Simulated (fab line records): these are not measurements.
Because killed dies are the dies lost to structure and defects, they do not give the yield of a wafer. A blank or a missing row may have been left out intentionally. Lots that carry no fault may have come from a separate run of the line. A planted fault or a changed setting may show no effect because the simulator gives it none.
A struck lot beside a sound one -- flow nand-harc -- 14 steps out of a route of 1302
Sound: these wafers, L357.1, L357.4, L357.6. Struck: wafers L369.2, L369.5 (left out: L369.6, a lot-mate that was not struck); the cause follows at the end.
For every step that has rows: the tool of each side, followed by ch and its chambers, followed by its first start. Under that, the readings that differ: sound wafers -- struck wafers -- difference of the means -- sigmas: that difference in standard deviations of wafers without a fault.
alike: a reading whose means differ by less than 2 such deviations, as well as words and numbers matching on both sides. not compared: withheld readings; readings where some wafer has no value; bounds like >300 that might hide an equal value; numbers whose values overlap and for which the record gives no deviation.
A row with sigmas, a row that says differs or no value, or rows on one side alone: a step with any of these is where the two part. Numbers that don't overlap but have no deviation are shown without sigmas and don't part them. A reading missing from all wafers of one side parts the sides only when that side holds two or more wafers.

first, 4 steps without rows for these wafers: NHARC_P_CONTACT_EBR_08; NHARC_P_CONTACT_EXPOSE_09 (exposes mask P CA, target cd 90 nm); NHARC_P_CONTACT_PEB_10 (peb time 65 s); NHARC_P_CONTACT_DEVELOP_11 (develop time 35 s).
NHARC_P_CONTACT_CD_MEAS_12: target cd 90 nm.
  sound on cd-sem-03 ch 0, day 5 18:23; struck on cd-sem-02 ch 0, day 10 20:39
  alike: cd-nm
NHARC_P_CONTACT_OVL_MEAS_13:
  sound on overlay-02, day 5 18:29; struck on overlay-01, day 10 20:44
reading,sound,struck,difference,sigmas
overlay-y-nm (nm),-1.5 -1.4 -1.8,0.6 0.7,+2.2,+3
  alike: overlay-x-nm
NHARC_P_CONTACT_INSPECT_14:
  sound on defect-inspect-01, day 5 18:32; struck on defect-inspect-02, day 10 20:46
  alike: raw-defect-count
NHARC_P_CONTACT_DESCUM_17: chemistry O2, time 3 s.
  sound on rie-diel-07 ch 0,1,2, day 5 18:35; struck on rie-diel-13 ch 1,2, day 10 20:50
reading,sound,struck,difference,sigmas
rf-vpp-V (V),58.1 59.8 58.2,56.7 57.0,-1.9,-2
  alike: drypump-motor-current-A, oes-product-au, showerhead-plenum-p-Torr, throttle-valve-pct
  not compared: rf-hours-counter-h
NHARC_P_CONTACT_ETCH_35: etches the open film in CF4, target depth 39 nm, time 65 s.
  sound on rie-diel-07 ch 0,2, day 5 18:41; struck on rie-diel-13 ch 1,3, day 10 20:56
  alike: drypump-motor-current-A, oes-product-au, rf-vpp-V, run-length-s, showerhead-plenum-p-Torr, throttle-valve-pct
  not compared: rf-hours-counter-h
NHARC_P_CONTACT_ETCH_36: etches the open film in N2/H2, target depth 260 nm, time 406.25 s.
  sound: rie-diel-07 ch 1,2,3; struck: rie-diel-13 ch 0,3
  alike: drypump-motor-current-A, oes-product-au, rf-vpp-V, run-length-s, showerhead-plenum-p-Torr, throttle-valve-pct
  not compared: rf-hours-counter-h
NHARC_P_CONTACT_ETCH_18: etches the open film in C4F8/O2/Ar, target depth 481 nm, time 240.5 s.
  sound: rie-diel-07 ch 0,2,3; struck: rie-diel-13 ch 0,2
  alike: oes-product-au, rf-vpp-V, run-length-s
  not compared: rf-hours-counter-h
then, 1 step without rows for these wafers: NHARC_P_CONTACT_STRIP_37 (strips in C4F8/O2/Ar).
NHARC_P_CONTACT_ETCH_31: etches the open film in CH3F/O2, target depth 30 nm, time 85.7 s.
  sound on rie-diel-07 ch 0,1,3, day 5 19:20; struck on rie-diel-13 ch 0,2, day 10 21:36
reading,sound,struck,difference,sigmas
run-length-s (s),106.7 107.3 107.1,72.9 72.5,-34.3,-82
  alike: drypump-motor-current-A, oes-product-au, rf-vpp-V, showerhead-plenum-p-Torr, throttle-valve-pct
  not compared: rf-hours-counter-h
NHARC_P_CONTACT_CD_MEAS_19:
  sound on cd-sem-02, day 5 19:28; struck on cd-sem-01, day 10 21:43
  alike: cd-nm

WHERE THEY PART
Last at NHARC_P_CONTACT_ETCH_31 as far as this record goes, first at NHARC_P_CONTACT_OVL_MEAS_13. Later steps at which nothing parts them and some readings are alike: NHARC_P_CONTACT_CD_MEAS_19.

WHY: whatever the simulator had introduced
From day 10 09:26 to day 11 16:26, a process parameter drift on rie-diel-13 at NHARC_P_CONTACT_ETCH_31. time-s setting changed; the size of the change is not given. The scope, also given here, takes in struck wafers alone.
